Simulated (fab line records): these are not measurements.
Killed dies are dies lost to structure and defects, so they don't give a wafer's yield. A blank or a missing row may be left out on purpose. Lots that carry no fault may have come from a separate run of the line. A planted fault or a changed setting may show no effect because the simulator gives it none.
Check of tool commonality | flow n5-finfet | 9 lots and 27 wafers in the sample

== REASON FOR OPENING ==
Of 9 lots, 2 have the reading M9_ILD_THK flagged at N5_BEOL_M9_THK_MEAS_01. No-fault wafers: 269 nm, standard deviation 3.7.
Rule: a lot gets a flag if all its wafers with a number sit over 4 standard deviations from that mean, or if no wafer of it has a number. The rest of the lots are taken to be sound.

lot  | measured     | on            | M9_ILD_THK (nm), wafer by wafer | flag
L939 | day 9 20:04  | film-metro-01 | 267 266 267                     |
L940 | day 9 23:28  | film-metro-02 | 268 269 273                     |
L941 | day 10 00:47 | film-metro-01 | 268 275 273                     |
L942 | day 10 06:02 | film-metro-01 | 264 270 269                     |
L943 | day 10 19:47 | film-metro-02 | 269 269 273                     |
L945 | day 11 19:24 | film-metro-01 | 544 546 558                     | FLAGGED
L956 | day 13 23:56 | film-metro-01 | 262 263 266                     |
L953 | day 14 08:50 | film-metro-01 | 541 549 541                     | FLAGGED
L959 | day 15 08:30 | film-metro-01 | 268 271 269                     |
The mean of the flagged lots' numbers is 546 nm, +278 nm from the usual (+75 standard deviations).

== WHICH TOOL RAN EACH LOT ==
3 process steps preceding the reading are held in the record, out of 1938 steps in the route. Every cell lists first the tool, next ch and the chambers used by the sampled wafers, and last the start.
lot  | flag    | N5_BEOL_M8_ETCH_66                 | N5_BEOL_M8_ANNEAL_51             | N5_BEOL_M9_ILD_DEP_00
L939 |         | rie-diel-01 ch 1,2,3, day 9 16:55  | rtp-anneal-02 ch 0, day 9 18:42  | pecvd-03 ch 0,1, day 9 19:28
L940 |         | rie-diel-01 ch 0,1,2, day 9 20:10  | rtp-anneal-02 ch 0, day 9 22:01  | pecvd-03 ch 1,2, day 9 22:50
L941 |         | rie-diel-02 ch 1,2,3, day 9 20:26  | rtp-anneal-01 ch 0, day 9 23:23  | pecvd-01 ch 0, day 10 00:10
L942 |         | rie-diel-01 ch 0,3, day 10 00:51   | rtp-anneal-01 ch 0, day 10 04:32 | pecvd-01 ch 0,1, day 10 05:18
L943 |         | rie-diel-06 ch 0,1,2, day 10 15:35 | rtp-anneal-01 ch 0, day 10 18:30 | pecvd-02 ch 1,2, day 10 19:12
L945 | FLAGGED | rie-diel-01 ch 0,1, day 11 14:34   | rtp-anneal-01 ch 0, day 11 17:49 | pecvd-02 ch 0,1, day 11 18:33
L956 |         | rie-diel-02 ch 0,2, day 13 18:48   | rtp-anneal-02 ch 0, day 13 22:17 | pecvd-02 ch 0,2, day 13 23:21
L953 | FLAGGED | rie-diel-02 ch 0,1,2, day 14 04:29 | rtp-anneal-02 ch 0, day 14 07:12 | pecvd-02 ch 0,1,2, day 14 07:59
L959 |         | rie-diel-02 ch 1,2,3, day 15 04:24 | rtp-anneal-01 ch 0, day 15 07:10 | pecvd-01 ch 0,1, day 15 07:55
What the steps here do:
- N5_BEOL_M8_ETCH_66: etches SOC in N2/H2, target depth 80 nm, overetch 16 nm, time 120 s.
- N5_BEOL_M8_ANNEAL_51: time 90 s.
- N5_BEOL_M9_ILD_DEP_00: deposits SiCOH lowk from DEMS/porogen, target thk 308.51 nm, time 58 s.
- N5_BEOL_M9_THK_MEAS_01

== FLAGGED OVER TOTAL, TOOL BY TOOL (the gauges that took the reading come last) ==
step                   | tool          | lots run | flagged | share of the flagged lots | sound lots run after its first flagged lot
N5_BEOL_M8_ETCH_66     | rie-diel-01   | 4        | 1       | some                      | 0
N5_BEOL_M8_ETCH_66     | rie-diel-02   | 4        | 1       | some                      | 1 (L959)
N5_BEOL_M8_ETCH_66     | rie-diel-06   | 1        | 0       | none                      | -
N5_BEOL_M8_ANNEAL_51   | rtp-anneal-01 | 5        | 1       | some                      | 1 (L959)
N5_BEOL_M8_ANNEAL_51   | rtp-anneal-02 | 4        | 1       | some                      | 0
N5_BEOL_M9_ILD_DEP_00  | pecvd-01      | 3        | 0       | none                      | -
N5_BEOL_M9_ILD_DEP_00  | pecvd-02      | 4        | 2       | all                       | 1 (L956)
N5_BEOL_M9_ILD_DEP_00  | pecvd-03      | 2        | 0       | none                      | -
N5_BEOL_M9_THK_MEAS_01 | film-metro-01 | 7        | 2       | all                       | 2 (L956,L959)
N5_BEOL_M9_THK_MEAS_01 | film-metro-02 | 2        | 0       | none                      | -

== THE TABLE: WHAT IT ALLOWS ==
Table rows that saw every flagged lot: 2, namely pecvd-02 at N5_BEOL_M9_ILD_DEP_00 and film-metro-01 at N5_BEOL_M9_THK_MEAS_01.
- pecvd-02 at N5_BEOL_M9_ILD_DEP_00: 2 of its 4 lots flagged. After the first flagged lot (L956), sound lots still ran on it; a lasting fault on the whole tool would not permit that.
- film-metro-01 at N5_BEOL_M9_THK_MEAS_01: 2 of its 7 lots flagged. After the first flagged lot (L956, L959), sound lots still ran on it; a lasting fault on the whole tool would not permit that.
Every row of the table either missed a flagged lot or ran a sound lot after the first.

== WHAT THE SIMULATOR HAD PUT IN ==
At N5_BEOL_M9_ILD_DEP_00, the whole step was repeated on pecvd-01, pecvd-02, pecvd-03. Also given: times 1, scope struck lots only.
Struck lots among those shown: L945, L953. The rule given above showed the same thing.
